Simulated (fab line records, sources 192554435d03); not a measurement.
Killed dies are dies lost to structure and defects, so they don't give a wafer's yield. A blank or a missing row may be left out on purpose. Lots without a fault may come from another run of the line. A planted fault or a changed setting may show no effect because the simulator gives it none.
Which tool did it? | flow n5_finfet | 6 lots, 18 wafers sampled, at 4 steps of a route of 1938

WHAT THE GAUGES READ, wafer by wafer
N5_HKMG_FIN_CD_MEAS_12: target cd 92.8 nm.
lot  | measured    | on        | cd_nm (nm)
L896 | day 4 22:28 | cd_sem-02 | 94.3 92.5 92.9
L899 | day 5 15:18 | cd_sem-03 | 92.6 92.3 93.4
L902 | day 6 11:02 | cd_sem-01 | 93.3 92.6 92.9
L904 | day 6 22:53 | cd_sem-02 | 93.3 93.4 93.5
L906 | day 7 08:55 | cd_sem-03 | 93.1 93.3 94.0
L914 | day 9 08:44 | cd_sem-02 | 84.8 86.9 70.7

WHICH TOOL RAN EACH LOT (tool, then ch and the chambers of the sampled wafers, then the start)
lot  | N5_HKMG_FIN_STRIP_57              | N5_HKMG_FIN_ETCH_58               | N5_HKMG_FIN_EXPOSE_09
L896 | rie_diel-04 ch 2,3, day 4 19:28   | rie_diel-04 ch 2,3, day 4 19:29   | arfi_scanner-03 ch 0, day 4 22:21
L899 | rie_diel-03 ch 0,1, day 5 12:17   | rie_diel-03 ch 0,1, day 5 12:18   | arfi_scanner-03 ch 0, day 5 15:11
L902 | rie_diel-04 ch 0,1,2, day 6 07:51 | rie_diel-04 ch 0,1,2, day 6 07:52 | arfi_scanner-03 ch 0, day 6 10:55
L904 | rie_diel-01 ch 1,2,3, day 6 20:01 | rie_diel-01 ch 1,2,3, day 6 20:02 | arfi_scanner-02 ch 0, day 6 22:46
L906 | rie_diel-01 ch 1,2,3, day 7 05:56 | rie_diel-01 ch 1,2,3, day 7 05:57 | arfi_scanner-02 ch 0, day 7 08:48
L914 | rie_diel-04 ch 0,1,3, day 9 05:44 | rie_diel-04 ch 0,1,3, day 9 05:45 | arfi_scanner-03 ch 0, day 9 08:37
- N5_HKMG_FIN_STRIP_57: strips in CF4.
- N5_HKMG_FIN_ETCH_58: etches SOC in N2/H2, target depth 215.8 nm, time 741 s.
- N5_HKMG_FIN_EXPOSE_09: exposes mask NWFM.

THE ANSWER, worked out from the rows above alone
Rule: what is usual is taken from the lots themselves. Put in order of their means at a reading, lots are off if they are a third of the lots or fewer, leave a main group of 4 or more, and stand apart from it by a gap of 3 or more times the standard deviation of the main group's means; of several such gaps the widest counts. A main group whose means are all the same, to the digits that the tables above print for the reading, isn't used. A lot without any number at a reading at which 4 lots or more have one is off too. The other lots that the step has rows for count as sound.
Off: L914, at N5_HKMG_FIN_CD_MEAS_12 (cd_nm). The main group: mean 93.2 nm, standard deviation 0.27.
A tool fits if, at a process step before that reading, it ran every lot that is off, and no sound lot after the first of them. The gauges at N5_HKMG_FIN_CD_MEAS_12 are tried like those tools. Can't be told from this: 3 tools fit, rie_diel-04 at N5_HKMG_FIN_STRIP_57 and N5_HKMG_FIN_ETCH_58, arfi_scanner-03 at N5_HKMG_FIN_EXPOSE_09, cd_sem-02 at N5_HKMG_FIN_CD_MEAS_12.

WHAT THE SIMULATOR HAD PUT IN
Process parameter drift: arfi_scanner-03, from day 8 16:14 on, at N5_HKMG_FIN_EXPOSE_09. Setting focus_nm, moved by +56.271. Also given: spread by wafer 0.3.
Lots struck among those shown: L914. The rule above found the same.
